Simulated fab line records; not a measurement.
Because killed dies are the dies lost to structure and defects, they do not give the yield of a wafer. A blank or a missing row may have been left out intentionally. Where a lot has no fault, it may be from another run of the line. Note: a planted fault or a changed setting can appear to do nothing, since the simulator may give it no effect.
The tool behind it: which one? / flow nandHarc / 10 lots with 30 wafers sampled at 5 steps, on a route of 1159 steps

== WHAT EACH GAUGE READ, for each wafer ==
NHARC_A_SIN_REMOVE_INSPECT_04. Usual: 282 for rawDefectCount, sd 78.
lot=L796; measured=day 15 12:50; on=defectInspect-01; rawDefectCount=228 176 223; flag=
lot=L794; measured=day 15 12:50; on=defectInspect-01; rawDefectCount=245 186 327; flag=
lot=L798; measured=day 16 02:44; on=defectInspect-01; rawDefectCount=237 278 314; flag=
lot=L799; measured=day 16 02:46; on=defectInspect-02; rawDefectCount=353 335 319; flag=
lot=L802; measured=day 17 03:47; on=defectInspect-02; rawDefectCount=277 276 328; flag=
lot=L805; measured=day 18 01:10; on=defectInspect-02; rawDefectCount=232 299 405; flag=
lot=L806; measured=day 18 01:10; on=defectInspect-01; rawDefectCount=446 323 254; flag=
lot=L807; measured=day 18 08:23; on=defectInspect-02; rawDefectCount=364 308 320; flag=
lot=L808; measured=day 19 01:04; on=defectInspect-01; rawDefectCount=272 277 218; flag=
lot=L814; measured=day 20 01:02; on=defectInspect-02; rawDefectCount=240 233 246; flag=

NHARC_END_SORT_01. Usual: killedAtArray 29, standard deviation 11; killedAtOther 0.5, standard deviation 0.8; killedAtPeriphery 3.5, standard deviation 2.8; killedDies 33, standard deviation 12; killedOpen 3.1, standard deviation 1.8; killedShort 1.8, standard deviation 1.4.
lot=L794; measured=day 20 13:37; on=prober-02; killedAtArray=42 23 34; killedAtOther=2 1 1; killedAtPeriphery=4 8 11; killedDies=48 32 46; killedOpen=3 3 1; killedShort=5 1 2; flag=
lot=L798; measured=day 21 04:28; on=prober-02; killedAtArray=13 11 12; killedAtOther=0 0 0; killedAtPeriphery=1 3 4; killedDies=14 14 16; killedOpen=1 2 4; killedShort=1 1 1; flag=
lot=L805; measured=day 22 09:09; on=prober-02; killedAtArray=185 131 156; killedAtOther=1 0 0; killedAtPeriphery=4 0 1; killedDies=190 131 157; killedOpen=6 3 3; killedShort=3 2 2; flag=OFF
lot=L806; measured=day 22 17:23; on=prober-02; killedAtArray=211 191 141; killedAtOther=0 0 0; killedAtPeriphery=2 4 1; killedDies=213 195 142; killedOpen=2 2 2; killedShort=0 6 2; flag=OFF
lot=L814; measured=day 25 08:32; on=prober-01; killedAtArray=27 29 33; killedAtOther=0 2 1; killedAtPeriphery=1 6 4; killedDies=28 37 38; killedOpen=0 3 2; killedShort=1 0 2; flag=

== WHAT TOOL EACH LOT RAN ON (gives the tool, then ch and the chambers of the sampled wafers, and finally the start) ==
lot=L796; NHARC_A_SGD_CUT_ETCHBACK_24=rieDiel-12 ch 0,1, day 14 21:59; NHARC_A_SLIT_ETCH_24=rieDiel-01 ch 1,2, day 15 03:52; NHARC_A_SLIT_ETCH_15=rieDiel-01 ch 1,2, day 15 03:58
lot=L794; NHARC_A_SGD_CUT_ETCHBACK_24=rieDiel-13 ch 0,2,3, day 14 22:08; NHARC_A_SLIT_ETCH_24=rieDiel-11 ch 1,2, day 15 01:47; NHARC_A_SLIT_ETCH_15=rieDiel-11 ch 1,2,3, day 15 02:03
lot=L798; NHARC_A_SGD_CUT_ETCHBACK_24=rieDiel-13 ch 0,2, day 15 07:49; NHARC_A_SLIT_ETCH_24=rieDiel-01 ch 0,2,3, day 15 13:13; NHARC_A_SLIT_ETCH_15=rieDiel-01 ch 0,1,3, day 15 13:18
lot=L799; NHARC_A_SGD_CUT_ETCHBACK_24=rieDiel-02 ch 1,2,3, day 15 07:50; NHARC_A_SLIT_ETCH_24=rieDiel-07 ch 0,1,3, day 15 13:23; NHARC_A_SLIT_ETCH_15=rieDiel-07 ch 1,2, day 15 13:51
lot=L802; NHARC_A_SGD_CUT_ETCHBACK_24=rieDiel-13 ch 0,3, day 16 08:25; NHARC_A_SLIT_ETCH_24=rieDiel-01 ch 0,2,3, day 16 13:17; NHARC_A_SLIT_ETCH_15=rieDiel-01 ch 1,2,3, day 16 13:29
lot=L805; NHARC_A_SGD_CUT_ETCHBACK_24=rieDiel-13 ch 1,2, day 17 10:11; NHARC_A_SLIT_ETCH_24=rieDiel-01 ch 0,3, day 17 15:44; NHARC_A_SLIT_ETCH_15=rieDiel-01 ch 0,1, day 17 15:50
lot=L806; NHARC_A_SGD_CUT_ETCHBACK_24=rieDiel-02 ch 0,1,2, day 17 10:14; NHARC_A_SLIT_ETCH_24=rieDiel-01 ch 0,1, day 17 14:08; NHARC_A_SLIT_ETCH_15=rieDiel-01 ch 0,1,3, day 17 14:18
lot=L807; NHARC_A_SGD_CUT_ETCHBACK_24=rieDiel-02 ch 0,2,3, day 17 16:41; NHARC_A_SLIT_ETCH_24=rieDiel-07 ch 0,1, day 17 20:38; NHARC_A_SLIT_ETCH_15=rieDiel-07 ch 0,1,3, day 17 20:54
lot=L808; NHARC_A_SGD_CUT_ETCHBACK_24=rieDiel-13 ch 1,2, day 18 10:24; NHARC_A_SLIT_ETCH_24=rieDiel-11 ch 0,3, day 18 14:03; NHARC_A_SLIT_ETCH_15=rieDiel-11 ch 1,2,3, day 18 14:15
lot=L814; NHARC_A_SGD_CUT_ETCHBACK_24=rieDiel-13 ch 0,1,3, day 19 02:22; NHARC_A_SLIT_ETCH_24=rieDiel-11 ch 1,2,3, day 19 09:23; NHARC_A_SLIT_ETCH_15=rieDiel-11 ch 0,2,3, day 19 09:28
- NHARC_A_SGD_CUT_ETCHBACK_24: etches the open film in CH3F/O2, target depth 50 nm, time 92.857 s.
- NHARC_A_SLIT_ETCH_24: etches the open film in CF4/CHF3, target depth 121 nm, time 60.5 s.
- NHARC_A_SLIT_ETCH_15: etches the open film in O2/COS, target depth 3200 nm, time 832 s.

== AS READ BY THE TOOLS THEMSELVES (means over the sampled wafers that have a number; for cases with no such wafer, the mark the record gives instead) ==
NHARC_A_SGD_CUT_ETCHBACK_24. Usual: biasW is 99.97 W with standard deviation 0.3, chamberPressureMTorr is 24.999 mTorr with standard deviation 0.022, drypumpMotorCurrentA is 5.7 A with standard deviation 0.54, oesProductAu is 0.96 a.u. with standard deviation 0.038, rfVppV is 244.5 V with standard deviation 1.5, showerheadPlenumPTorr is 2.46 Torr with standard deviation 0.082, and throttleValvePct is 20.662 % with standard deviation 0.0092.
lot=L796; tool=rieDiel-12; biasW (W)=100.24; chamberPressureMTorr (mTorr)=24.987; drypumpMotorCurrentA (A)=5.9; oesProductAu (a.u.)=0.93; rfVppV (V)=243.9; showerheadPlenumPTorr (Torr)=2.38; throttleValvePct (%)=20.673; flag=
lot=L794; tool=rieDiel-13; biasW (W)=99.86; chamberPressureMTorr (mTorr)=24.987; drypumpMotorCurrentA (A)=5.5; oesProductAu (a.u.)=0.93; rfVppV (V)=244.2; showerheadPlenumPTorr (Torr)=2.48; throttleValvePct (%)=20.661; flag=
lot=L798; tool=rieDiel-13; biasW (W)=100.06; chamberPressureMTorr (mTorr)=24.985; drypumpMotorCurrentA (A)=5.7; oesProductAu (a.u.)=1.02; rfVppV (V)=244.7; showerheadPlenumPTorr (Torr)=2.46; throttleValvePct (%)=20.666; flag=
lot=L799; tool=rieDiel-02; biasW (W)=100.19; chamberPressureMTorr (mTorr)=25.004; drypumpMotorCurrentA (A)=6.0; oesProductAu (a.u.)=1.00; rfVppV (V)=244.4; showerheadPlenumPTorr (Torr)=2.43; throttleValvePct (%)=20.668; flag=
lot=L802; tool=rieDiel-13; biasW (W)=99.88; chamberPressureMTorr (mTorr)=24.993; drypumpMotorCurrentA (A)=5.0; oesProductAu (a.u.)=0.99; rfVppV (V)=245.1; showerheadPlenumPTorr (Torr)=2.54; throttleValvePct (%)=20.662; flag=
lot=L805; tool=rieDiel-13; biasW (W)=99.96; chamberPressureMTorr (mTorr)=25.013; drypumpMotorCurrentA (A)=5.8; oesProductAu (a.u.)=0.91; rfVppV (V)=244.6; showerheadPlenumPTorr (Torr)=2.48; throttleValvePct (%)=20.654; flag=
lot=L806; tool=rieDiel-02; biasW (W)=99.86; chamberPressureMTorr (mTorr)=24.989; drypumpMotorCurrentA (A)=5.8; oesProductAu (a.u.)=0.93; rfVppV (V)=244.2; showerheadPlenumPTorr (Torr)=2.42; throttleValvePct (%)=20.668; flag=
lot=L807; tool=rieDiel-02; biasW (W)=99.84; chamberPressureMTorr (mTorr)=24.970; drypumpMotorCurrentA (A)=6.0; oesProductAu (a.u.)=0.93; rfVppV (V)=243.7; showerheadPlenumPTorr (Torr)=2.42; throttleValvePct (%)=20.668; flag=
lot=L808; tool=rieDiel-13; biasW (W)=99.95; chamberPressureMTorr (mTorr)=25.029; drypumpMotorCurrentA (A)=6.1; oesProductAu (a.u.)=1.00; rfVppV (V)=243.8; showerheadPlenumPTorr (Torr)=2.42; throttleValvePct (%)=20.654; flag=
lot=L814; tool=rieDiel-13; biasW (W)=99.97; chamberPressureMTorr (mTorr)=25.010; drypumpMotorCurrentA (A)=5.1; oesProductAu (a.u.)=0.95; rfVppV (V)=245.2; showerheadPlenumPTorr (Torr)=2.53; throttleValvePct (%)=20.655; flag=

NHARC_A_SLIT_ETCH_24. Usual: biasW 200.1 W, standard deviation 0.59; chamberPressureMTorr 24.999 mTorr, standard deviation 0.021; drypumpMotorCurrentA 5.9 A, standard deviation 0.36; oesProductAu 0.961 a.u., standard deviation 0.02; rfVppV 371.5 V, standard deviation 1.8; runLengthS 81.7 s, standard deviation 0.4; showerheadPlenumPTorr 1.60 Torr, standard deviation 0.053; throttleValvePct 16.802 %, standard deviation 0.0098.
lot=L796; tool=rieDiel-01; biasW (W)=200.5; chamberPressureMTorr (mTorr)=24.997; drypumpMotorCurrentA (A)=6.0; oesProductAu (a.u.)=0.982; rfVppV (V)=373.6; runLengthS (s)=81.9; showerheadPlenumPTorr (Torr)=1.66; throttleValvePct (%)=16.799; flag=
lot=L794; tool=rieDiel-11; biasW (W)=200.0; chamberPressureMTorr (mTorr)=24.994; drypumpMotorCurrentA (A)=6.4; oesProductAu (a.u.)=0.967; rfVppV (V)=371.0; runLengthS (s)=81.4; showerheadPlenumPTorr (Torr)=1.58; throttleValvePct (%)=16.804; flag=
lot=L798; tool=rieDiel-01; biasW (W)=200.7; chamberPressureMTorr (mTorr)=24.999; drypumpMotorCurrentA (A)=5.9; oesProductAu (a.u.)=0.934; rfVppV (V)=370.5; runLengthS (s)=81.8; showerheadPlenumPTorr (Torr)=1.57; throttleValvePct (%)=16.804; flag=
lot=L799; tool=rieDiel-07; biasW (W)=200.4; chamberPressureMTorr (mTorr)=24.996; drypumpMotorCurrentA (A)=5.6; oesProductAu (a.u.)=0.960; rfVppV (V)=372.9; runLengthS (s)=81.7; showerheadPlenumPTorr (Torr)=1.61; throttleValvePct (%)=16.797; flag=
lot=L802; tool=rieDiel-01; biasW (W)=200.2; chamberPressureMTorr (mTorr)=25.012; drypumpMotorCurrentA (A)=5.9; oesProductAu (a.u.)=0.923; rfVppV (V)=371.2; runLengthS (s)=81.5; showerheadPlenumPTorr (Torr)=1.57; throttleValvePct (%)=16.798; flag=
lot=L805; tool=rieDiel-01; biasW (W)=200.2; chamberPressureMTorr (mTorr)=25.012; drypumpMotorCurrentA (A)=5.7; oesProductAu (a.u.)=0.950; rfVppV (V)=370.2; runLengthS (s)=81.3; showerheadPlenumPTorr (Torr)=1.56; throttleValvePct (%)=16.796; flag=
lot=L806; tool=rieDiel-01; biasW (W)=200.0; chamberPressureMTorr (mTorr)=25.026; drypumpMotorCurrentA (A)=6.1; oesProductAu (a.u.)=0.933; rfVppV (V)=371.4; runLengthS (s)=81.6; showerheadPlenumPTorr (Torr)=1.61; throttleValvePct (%)=16.797; flag=
lot=L807; tool=rieDiel-07; biasW (W)=200.2; chamberPressureMTorr (mTorr)=25.008; drypumpMotorCurrentA (A)=5.3; oesProductAu (a.u.)=0.955; rfVppV (V)=372.2; runLengthS (s)=81.9; showerheadPlenumPTorr (Torr)=1.62; throttleValvePct (%)=16.806; flag=
lot=L808; tool=rieDiel-11; biasW (W)=200.0; chamberPressureMTorr (mTorr)=24.994; drypumpMotorCurrentA (A)=5.9; oesProductAu (a.u.)=0.968; rfVppV (V)=372.5; runLengthS (s)=82.2; showerheadPlenumPTorr (Torr)=1.62; throttleValvePct (%)=16.796; flag=
lot=L814; tool=rieDiel-11; biasW (W)=200.0; chamberPressureMTorr (mTorr)=24.995; drypumpMotorCurrentA (A)=6.1; oesProductAu (a.u.)=0.965; rfVppV (V)=370.4; runLengthS (s)=81.7; showerheadPlenumPTorr (Torr)=1.59; throttleValvePct (%)=16.797; flag=

NHARC_A_SLIT_ETCH_15. Usual: biasW 300.1 W, standard deviation 0.99; chamberPressureMTorr 19.999 mTorr, standard deviation 0.019; drypumpMotorCurrentA 5.9 A, standard deviation 0.34; oesProductAu 1.002 a.u., standard deviation 0.0097; rfVppV 314.9 V, standard deviation 1.7; runLengthS 853.2 s, standard deviation 0.4; showerheadPlenumPTorr 3.18 Torr, standard deviation 0.11; throttleValvePct 28.330 %, standard deviation 0.0093.
lot=L796; tool=rieDiel-01; biasW (W)=300.2; chamberPressureMTorr (mTorr)=20.001; drypumpMotorCurrentA (A)=6.0; oesProductAu (a.u.)=1.010; rfVppV (V)=316.1; runLengthS (s)=853.3; showerheadPlenumPTorr (Torr)=3.29; throttleValvePct (%)=28.317; flag=
lot=L794; tool=rieDiel-11; biasW (W)=300.3; chamberPressureMTorr (mTorr)=19.981; drypumpMotorCurrentA (A)=6.2; oesProductAu (a.u.)=0.998; rfVppV (V)=314.6; runLengthS (s)=853.1; showerheadPlenumPTorr (Torr)=3.16; throttleValvePct (%)=28.324; flag=
lot=L798; tool=rieDiel-01; biasW (W)=300.7; chamberPressureMTorr (mTorr)=20.009; drypumpMotorCurrentA (A)=5.9; oesProductAu (a.u.)=1.012; rfVppV (V)=313.9; runLengthS (s)=852.9; showerheadPlenumPTorr (Torr)=3.15; throttleValvePct (%)=28.335; flag=
lot=L799; tool=rieDiel-07; biasW (W)=300.3; chamberPressureMTorr (mTorr)=19.995; drypumpMotorCurrentA (A)=5.5; oesProductAu (a.u.)=1.001; rfVppV (V)=316.5; runLengthS (s)=853.5; showerheadPlenumPTorr (Torr)=3.23; throttleValvePct (%)=28.339; flag=
lot=L802; tool=rieDiel-01; biasW (W)=300.5; chamberPressureMTorr (mTorr)=20.001; drypumpMotorCurrentA (A)=5.9; oesProductAu (a.u.)=1.014; rfVppV (V)=315.9; runLengthS (s)=853.3; showerheadPlenumPTorr (Torr)=3.24; throttleValvePct (%)=28.321; flag=
lot=L805; tool=rieDiel-01; biasW (W)=-; chamberPressureMTorr (mTorr)=20.009; drypumpMotorCurrentA (A)=6.0; oesProductAu (a.u.)=0.999; rfVppV (V)=313.5; runLengthS (s)=672.1; showerheadPlenumPTorr (Torr)=3.08; throttleValvePct (%)=28.327; flag=OFF
lot=L806; tool=rieDiel-01; biasW (W)=-; chamberPressureMTorr (mTorr)=20.005; drypumpMotorCurrentA (A)=5.9; oesProductAu (a.u.)=0.996; rfVppV (V)=314.0; runLengthS (s)=672.1; showerheadPlenumPTorr (Torr)=3.15; throttleValvePct (%)=28.342; flag=OFF
lot=L807; tool=rieDiel-07; biasW (W)=299.3; chamberPressureMTorr (mTorr)=20.009; drypumpMotorCurrentA (A)=5.6; oesProductAu (a.u.)=1.004; rfVppV (V)=315.2; runLengthS (s)=853.2; showerheadPlenumPTorr (Torr)=3.20; throttleValvePct (%)=28.331; flag=
lot=L808; tool=rieDiel-11; biasW (W)=299.3; chamberPressureMTorr (mTorr)=19.971; drypumpMotorCurrentA (A)=6.1; oesProductAu (a.u.)=1.000; rfVppV (V)=314.6; runLengthS (s)=853.0; showerheadPlenumPTorr (Torr)=3.15; throttleValvePct (%)=28.329; flag=
lot=L814; tool=rieDiel-11; biasW (W)=299.6; chamberPressureMTorr (mTorr)=20.021; drypumpMotorCurrentA (A)=6.1; oesProductAu (a.u.)=0.997; rfVppV (V)=313.7; runLengthS (s)=853.5; showerheadPlenumPTorr (Torr)=3.17; throttleValvePct (%)=28.326; flag=

== THE ANSWER, worked out from the rows above alone ==
Rule: lot off if the mean of its wafers having a number is beyond 3 standard deviations from the usual mean. Also off: a lot with no number at a reading for which 4 or more lots have one. Where the step has rows for the other lots, those lots are counted as sound. The gauges are gone through in route order, then the tools' own readings, and for those a lot's mean is taken as printed above. The first step at which some lot is off is used, and at that step the reading that is off furthest; a lot without a number counts as furthest.
Off at NHARC_END_SORT_01 (killedAtArray): L805, L806. Neither off nor sound, because the step has no rows for them: L796, L799, L802, L807, L808.
A tool fits if, at a process step before that reading, it ran every lot that is off, and no sound lot after the first of them. The gauges at NHARC_END_SORT_01 aren't tried: what is off there is off at NHARC_A_SLIT_ETCH_15 too, on other tools, and a gauge's error can't cause that. One fits: rieDiel-01 at NHARC_A_SLIT_ETCH_24 and NHARC_A_SLIT_ETCH_15. At NHARC_A_SLIT_ETCH_24 its last sound lot is L798 (day 15 13:13), its first lot that is off L806 (day 17 14:08): a fault that began between those two fits.
The tool's own readings at NHARC_A_SLIT_ETCH_24 bear it out: on the lots that are off they differ by more than 5 times the standard deviation of the sound lots' means. chamberPressureMTorr reads 25.019 mTorr there against 24.996 mTorr on the sound lots.

== WHAT HAD BEEN PUT IN BY THE SIMULATOR ==
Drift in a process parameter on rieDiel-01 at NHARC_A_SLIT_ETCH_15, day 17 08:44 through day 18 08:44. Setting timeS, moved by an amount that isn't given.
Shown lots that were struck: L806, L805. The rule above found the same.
